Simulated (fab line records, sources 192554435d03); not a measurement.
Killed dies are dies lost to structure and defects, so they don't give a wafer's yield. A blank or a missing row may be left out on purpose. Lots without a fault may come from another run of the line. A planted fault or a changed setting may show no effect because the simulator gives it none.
Split-lot experiment | flow n5_finfet | 7 lots, 39 wafers read, on a route of 1938 steps

THE SPLIT
At N5_FIN_CUT_ETCH_21 (etches SOC in N2/H2, target depth 219 nm, overetch 43.8 nm, time 523.5 s), the setting time_s was moved away from the recipe's 523.5 s on 12 of the 39 wafers read, by -36.0% to +50.8%. The other wafers ran this setting at the recipe's value.

FROM THE SPLIT TO THE READING: what the file shows between them, 3 steps
- N5_FIN_CUT_STRIP_23: strips in N2/H2
- N5_FIN_CUT_STRIP_31: strips in N2/H2
- N5_FIN_CUT_STRIP_24: strips in CF4

THE READING
FIN_CUT.cd_offset_nm (the simulator's own value, which no gauge read), in nm, at N5_FIN_CUT_CUT_ETCH_26 (etches SiNx in CH3F/O2, target depth 39 nm, time 55.7 s). The file gives no usual value for it. The 27 wafers here that ran the recipe average -0.1 nm, standard deviation 0.27 nm.

wafer  | tool, chamber at the split | time_s as run, s | against the recipe | FIN_CUT.cd_offset_nm, nm | against lot-mates on the recipe
L075.1 | rie_diel-01, 0             | 647.1            | +23.6%             | 2                        | +1.9
L075.2 | rie_diel-01, 2             | 523.5            | recipe             | 0.2                      | -
L075.3 | rie_diel-01, 1             | 647.1            | +23.6%             | 1.8                      | +1.7
L075.4 | rie_diel-01, 1,0           | 523.5            | recipe             | 0                        | -
L075.6 | rie_diel-01, 1,0           | 523.5            | recipe             | 0                        | -
L075.5 | rie_diel-01, 2             | 647.1            | +23.6%             | 1.4                      | +1.3
L078.1 | rie_diel-02, 3             | 789.6            | +50.8%             | 2.8                      | +3.0
L078.2 | rie_diel-02, 0             | 523.5            | recipe             | 0                        | -
L078.3 | rie_diel-02, 2             | 789.6            | +50.8%             | 3                        | +3.2
L078.4 | rie_diel-02, 1,2           | 523.5            | recipe             | -0.2                     | -
L078.5 | rie_diel-02, 1,2           | 523.5            | recipe             | -0.4                     | -
L078.6 | rie_diel-02, 1             | 789.6            | +50.8%             | 2.6                      | +2.8
L080.1 | rie_diel-03, 0             | 523.5            | recipe             | 0                        | -
L080.5 | rie_diel-03, 0             | 523.5            | recipe             | 0.2                      | -
L080.6 | rie_diel-03, 3             | 523.5            | recipe             | -0.2                     | -
L081.1 | rie_diel-01, 0,3           | 334.9            | -36.0%             | -2                       | -2.2
L081.6 | rie_diel-01, 0,3           | 334.9            | -36.0%             | -2                       | -2.2
L081.2 | rie_diel-01, 1             | 523.5            | recipe             | 0.4                      | -
L081.3 | rie_diel-01, 2             | 523.5            | recipe             | 0.2                      | -
L081.4 | rie_diel-01, 3             | 523.5            | recipe             | 0                        | -
L081.5 | rie_diel-01, 2             | 334.9            | -36.0%             | -1.4                     | -1.6
L083.1 | rie_diel-03, 3             | 523.5            | recipe             | 0.2                      | -
L083.2 | rie_diel-03, 0             | 523.5            | recipe             | -0.4                     | -
L083.3 | rie_diel-03, 1             | 523.5            | recipe             | -0.6                     | -
L083.4 | rie_diel-03, 1             | 523.5            | recipe             | -0.2                     | -
L083.6 | rie_diel-03, 0             | 523.5            | recipe             | -0.2                     | -
L083.5 | rie_diel-03, 3             | 523.5            | recipe             | 0                        | -
L091.1 | rie_diel-02, 2             | 523.5            | recipe             | -0.4                     | -
L091.3 | rie_diel-02, 1             | 523.5            | recipe             | -0.4                     | -
L091.5 | rie_diel-02, 2             | 523.5            | recipe             | -0.4                     | -
L091.2 | rie_diel-02, 0             | 523.5            | recipe             | 0                        | -
L091.4 | rie_diel-02, 3             | 523.5            | recipe             | -0.2                     | -
L091.6 | rie_diel-02, 1             | 523.5            | recipe             | -0.8                     | -
L093.1 | rie_diel-02, 3             | 523.5            | recipe             | 0                        | -
L093.5 | rie_diel-02, 3             | 523.5            | recipe             | 0                        | -
L093.2 | rie_diel-02, 2             | 705.7            | +34.8%             | 2                        | +1.9
L093.3 | rie_diel-02, 1             | 523.5            | recipe             | 0.2                      | -
L093.4 | rie_diel-02, 1,2           | 705.7            | +34.8%             | 2.2                      | +2.1
L093.6 | rie_diel-02, 1,2           | 705.7            | +34.8%             | 2.2                      | +2.1
Where a row lists several chambers, the file gives one row for several wafers and doesn't say which wafer went through which chamber.

THE FIT
A straight line over all 39 wafers: FIN_CUT.cd_offset_nm changes by +0.0574 nm for each +1% of time_s; r = +0.97; the points scatter about the line by 0.31 nm.
The same after taking each lot's own level away (the mean of its wafers on the recipe; 39 wafers): +0.059 nm for each +1%; r = +0.98; scatter 0.22 nm.
On that fit, the largest move of time_s shifts the reading by 3 nm.
The lots' own levels span -0.37 to 0.20 nm, that is 2.1 times the standard deviation above.
So the lot-to-lot level changes the slope little: the two slopes agree.
Check: with one of the wafers moved furthest among these (+50.8%) left out of the fit, the line predicts +3.04 nm for it against its lot-mates. It came out at +3 nm against them.

OTHER SPLITS ON THESE WAFERS
These wafers also went through other splits before the reading. Each is held against what the fit with the lots' levels taken away leaves over:
other split on the same wafers          | wafers away from the commonest value | r with FIN_CUT.cd_offset_nm (lot level and that fit taken away)
N5_ZERO_LAYER_DEVELOP_10 develop_time_s | 15                                   | -0.13

THE WHOLE CHAIN: every reading that the file lists as answering this split, in the file's order
step                   | what it does                                                             | reading                                                                          | change (the file's fit)                | r (the file's)
N5_FIN_CUT_ETCH_21     | etches SOC in N2/H2, target depth 219 nm, overetch 43.8 nm, time 523.5 s | SiARC_of_FIN_CUT_COAT_19.thk_nm (the simulator's own value, which no gauge read) | -0.0818 nm for each +1% of the setting | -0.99
N5_FIN_CUT_ETCH_21     | etches SOC in N2/H2, target depth 219 nm, overetch 43.8 nm, time 523.5 s | FIN_CUT.cd_offset_nm (the simulator's own value, which no gauge read)            | +0.0599 nm for each +1% of the setting | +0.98
N5_FIN_CUT_CUT_ETCH_26 | etches SiNx in CH3F/O2, target depth 39 nm, time 55.7 s                  | FIN_CUT.cd_offset_nm (the simulator's own value, which no gauge read)            | +0.0594 nm for each +1% of the setting | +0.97

THE FILE'S OWN FIT
FIN_CUT.cd_offset_nm changes by +0.0594 nm for each +1% of time_s, r = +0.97.
